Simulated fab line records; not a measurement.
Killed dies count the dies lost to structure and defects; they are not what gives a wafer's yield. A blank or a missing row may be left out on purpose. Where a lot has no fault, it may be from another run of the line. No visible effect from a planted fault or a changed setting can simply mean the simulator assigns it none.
The tool behind it: which one? + flow n5-finfet + 11 lots with 33 wafers sampled at 3 steps, on a route of 1938 steps

== WHAT EACH GAUGE READ, for each wafer ==
N5_PASSIVATION_CD_MEAS_44: the cd target is 40000 nm.
| lot  | measured     | on        | cd-nm (nm)        |
|------|--------------|-----------|-------------------|
| L485 | day 12 16:23 | cd-sem-03 | 39999 39996 40006 |
| L488 | day 13 02:02 | cd-sem-01 | 40001 40002 40000 |
| L489 | day 13 07:48 | cd-sem-01 | 40006 40003 40004 |
| L490 | day 13 12:05 | cd-sem-02 | 39995 40002 39993 |
| L491 | day 14 01:52 | cd-sem-02 | 40007 40008 40010 |
| L492 | day 13 22:47 | cd-sem-03 | 40003 40003 40000 |
| L493 | day 14 23:14 | cd-sem-03 | 39998 40002 39998 |
| L496 | day 15 01:35 | cd-sem-01 | 40001 39998 40001 |
| L500 | day 16 04:35 | cd-sem-01 | 39998 40001 39999 |
| L486 | day 17 20:55 | cd-sem-03 | 40001 40006 40001 |
| L506 | day 19 14:50 | cd-sem-03 | 39998 40005 39996 |

== EACH LOT AND THE TOOL THAT RAN IT (in order: tool; ch and the chambers of the sampled wafers; start) ==
| lot  | N5_SDB_ALD_29                    | N5_MIM_BOT_ETCH_STRIP_01           |
|------|----------------------------------|------------------------------------|
| L485 | ald-sin-03 ch 0,2,3, day 4 02:34 | rie-diel-03 ch 0,1, day 12 11:07   |
| L488 | ald-sin-04 ch 1,2,3, day 4 19:08 | rie-diel-06 ch 0,1,3, day 12 20:06 |
| L489 | ald-sin-04 ch 1,3, day 4 23:22   | rie-diel-03 ch 0,2,3, day 13 01:06 |
| L490 | ald-sin-01 ch 0,2,3, day 5 06:56 | rie-diel-06 ch 0,1,2, day 13 07:38 |
| L491 | ald-sin-04 ch 1,2, day 5 13:40   | rie-diel-01 ch 1,2,3, day 13 20:49 |
| L492 | ald-sin-01 ch 0,3, day 5 22:11   | rie-diel-06 ch 1,3, day 13 18:16   |
| L493 | ald-sin-01 ch 0,1, day 6 02:29   | rie-diel-06 ch 0,1,3, day 14 18:44 |
| L496 | ald-sin-01 ch 1,2,3, day 6 17:37 | rie-diel-06 ch 0,1,2, day 14 18:56 |
| L500 | ald-sin-04 ch 0,3, day 7 19:36   | rie-diel-03 ch 0,3, day 15 20:53   |
| L486 | ald-sin-04 ch 0,1,2, day 8 17:07 | rie-diel-03 ch 2,3, day 17 15:28   |
| L506 | ald-sin-04 ch 0,1,3, day 9 14:26 | rie-diel-01 ch 0,1,3, day 19 05:55 |
- N5_SDB_ALD_29: deposits SiNx, target thk 30 nm, pulse time 1 s, ald cycles 600.
- N5_MIM_BOT_ETCH_STRIP_01: strips in O2.

== THE ANSWER, worked out from the rows above alone ==
Rule: what is usual is taken from the lots themselves. Put in order of their means at a reading, lots are off if they are a third of the lots or fewer, leave a main group of 4 or more, and stand apart from it by a gap of 3 or more times the standard deviation of the main group's means; of several such gaps the widest counts. If all means in a main group match to the digits the tables above print for the reading, that group is not used. Also off: a lot with no number at a reading for which 4 or more lots have one. Any other lot the step has rows for is counted as sound.
No lot is off at any reading shown: from this, nothing can be told.

== WHAT THE SIMULATOR PUT IN ==
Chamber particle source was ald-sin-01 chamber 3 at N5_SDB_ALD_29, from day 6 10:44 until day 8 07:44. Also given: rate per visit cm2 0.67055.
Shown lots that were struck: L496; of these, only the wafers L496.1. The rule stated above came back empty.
